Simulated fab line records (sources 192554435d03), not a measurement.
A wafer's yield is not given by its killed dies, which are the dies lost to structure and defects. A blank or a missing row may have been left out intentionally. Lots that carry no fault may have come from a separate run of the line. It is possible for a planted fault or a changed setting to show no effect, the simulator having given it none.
Matching of chambers | flow n5-finfet | 4 sister chambers for N5_FIN_CUT_CUT_ETCH_28 on rie-si-05
The step etches Si in HBr/Cl2/O2, target depth 6 nm, time 2.4 s. 4 wafers are shown with their chamber, then 10 later ones without.

WAFERS PAIRED WITH THEIR CHAMBERS
wafer  | chamber | drypump-motor-current-A (A)
L080.3 | 3       | 6.1
L080.5 | 2       | 4.9
L084.1 | 0       | 6.0
L084.4 | 1       | 5.7

WAFERS WITHOUT THEIR CHAMBER
wafer  | drypump-motor-current-A (A)
L084.5 | 4.9
L090.1 | 6.0
L090.2 | 5.8
L090.3 | 4.9
L091.1 | 5.8
L091.4 | 6.0
L091.6 | 4.9
L095.2 | 6.1
L095.3 | 4.9
L095.6 | 4.9

CHAMBER TAKEN BY EACH
wafer  | from the rows above | in truth
L084.5 | 2                   | 2
L090.1 | 0                   | 0
L090.2 | 1                   | 1
L090.3 | 2                   | 2
L091.1 | 1                   | 1
L091.4 | 0                   | 0
L091.6 | 2                   | 2
L095.2 | 3                   | 3
L095.3 | 2                   | 2
L095.6 | 2                   | 2
10 of 10 placed correctly. Left unplaced by these rows: 0. Number placed wrongly: 0.
How it was worked out, from the rows above alone: a wafer's distance from a chamber is the root of the sum, over the readings, of the square of ((its reading less the chamber's mean) divided by the reading's scatter). If the next closest chamber is less than 2 further off than the closest, the wafer can't be placed; otherwise it belongs to the closest. The mean given for a chamber averages the wafers shown for that chamber. The scatter: root of mean squared gap, hidden wafer to nearest shown wafer, with one shown wafer a chamber.
